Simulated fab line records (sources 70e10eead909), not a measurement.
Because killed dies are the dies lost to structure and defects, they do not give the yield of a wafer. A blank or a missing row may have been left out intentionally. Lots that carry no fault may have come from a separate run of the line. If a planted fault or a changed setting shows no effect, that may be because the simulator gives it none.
Chamber matching :: flow nand_harc :: rie_diel-12 running NHARC_P_GATE_DESCUM_31: 4 sister chambers
The step chemistry O2, time 3 s. 14 wafers are shown with their chamber, then 7 later ones without.

## WAFERS WITH THEIR CHAMBER
wafer: L076.1
chamber: 1
drypump_motor_current_A (A): 5.2
oes_product_au (a.u.): 1.002
throttle_valve_pct (%): 11.324

wafer: L076.2
chamber: 3
drypump_motor_current_A (A): 5.9
oes_product_au (a.u.): 1.010
throttle_valve_pct (%): 11.314

wafer: L076.4
chamber: 0
drypump_motor_current_A (A): 6.0
oes_product_au (a.u.): 0.988
throttle_valve_pct (%): 11.302

wafer: L080.1
chamber: 1
drypump_motor_current_A (A): 5.2
oes_product_au (a.u.): 1.006
throttle_valve_pct (%): 11.328

wafer: L080.4
chamber: 2
drypump_motor_current_A (A): 5.5
oes_product_au (a.u.): 1.002
throttle_valve_pct (%): 11.302

wafer: L080.5
chamber: 0
drypump_motor_current_A (A): 6.0
oes_product_au (a.u.): 0.994
throttle_valve_pct (%): 11.293

wafer: L083.3
chamber: 1
drypump_motor_current_A (A): 5.2
oes_product_au (a.u.): 1.002
throttle_valve_pct (%): 11.315

wafer: L083.5
chamber: 2
drypump_motor_current_A (A): 5.5
oes_product_au (a.u.): 1.001
throttle_valve_pct (%): 11.327

wafer: L083.6
chamber: 3
drypump_motor_current_A (A): 6.0
oes_product_au (a.u.): 1.006
throttle_valve_pct (%): 11.318

wafer: L084.4
chamber: 0
drypump_motor_current_A (A): 6.0
oes_product_au (a.u.): 0.986
throttle_valve_pct (%): 11.307

wafer: L084.5
chamber: 2
drypump_motor_current_A (A): 5.5
oes_product_au (a.u.): 0.999
throttle_valve_pct (%): 11.322

wafer: L084.6
chamber: 1
drypump_motor_current_A (A): 5.2
oes_product_au (a.u.): 0.995
throttle_valve_pct (%): 11.322

wafer: L086.3
chamber: 0
drypump_motor_current_A (A): 6.0
oes_product_au (a.u.): 0.986
throttle_valve_pct (%): 11.311

wafer: L086.5
chamber: 3
drypump_motor_current_A (A): 5.9
oes_product_au (a.u.): 1.021
throttle_valve_pct (%): 11.322

SIGNATURES (averages over the wafers above)
reading: drypump_motor_current_A
chamber 0: 6.000
chamber 1: 5.200
chamber 2: 5.500
chamber 3: 5.933
scatter within a chamber: 0.0258

reading: oes_product_au
chamber 0: 0.98850
chamber 1: 1.00125
chamber 2: 1.00067
chamber 3: 1.01233
scatter within a chamber: 0.00481

reading: throttle_valve_pct
chamber 0: 11.30325
chamber 1: 11.32225
chamber 2: 11.31700
chamber 3: 11.31800
scatter within a chamber: 0.00807
Rule: for a wafer and a chamber, the distance is found by dividing, reading by reading, the gap between the wafer's reading and the chamber's mean by the reading's scatter, squaring, summing and taking the root. If the next closest chamber is less than 2 further off than the closest, the wafer can't be placed; otherwise it belongs to the closest. How the scatter is found: for the shown wafers, subtract from each reading the mean of its chamber, square and add these, divide the total by (wafers less chambers), then take the root.

## WAFERS WHOSE CHAMBER IS MISSING
wafer: L086.6
drypump_motor_current_A (A): 6.0
oes_product_au (a.u.): 0.995
throttle_valve_pct (%): 11.312

wafer: L093.1
drypump_motor_current_A (A): 5.9
oes_product_au (a.u.): 0.996
throttle_valve_pct (%): 11.315

wafer: L093.2
drypump_motor_current_A (A): 5.5
oes_product_au (a.u.): 1.020
throttle_valve_pct (%): 11.311

wafer: L093.6
drypump_motor_current_A (A): 6.0
oes_product_au (a.u.): 1.001
throttle_valve_pct (%): 11.313

wafer: L095.2
drypump_motor_current_A (A): 6.0
oes_product_au (a.u.): 1.000
throttle_valve_pct (%): 11.307

wafer: L095.3
drypump_motor_current_A (A): 5.5
oes_product_au (a.u.): 1.012
throttle_valve_pct (%): 11.309

wafer: L095.4
drypump_motor_current_A (A): 5.9
oes_product_au (a.u.): 0.990
throttle_valve_pct (%): 11.306

## CHAMBER TAKEN BY EACH
wafer: L086.6
from the rows above: 0
in truth: 0

wafer: L093.1
from the rows above: can't be placed: 3 or 0
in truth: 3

wafer: L093.2
from the rows above: 2
in truth: 2

wafer: L093.6
from the rows above: can't be placed: 0 or 3
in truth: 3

wafer: L095.2
from the rows above: can't be placed: 0 or 3
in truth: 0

wafer: L095.3
from the rows above: 2
in truth: 2

wafer: L095.4
from the rows above: can't be placed: 0 or 3
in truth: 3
Correctly placed: 3 of 7. Can't be placed from these rows: 4 (the true chamber is among the candidates in 4). Number placed wrongly: 0.
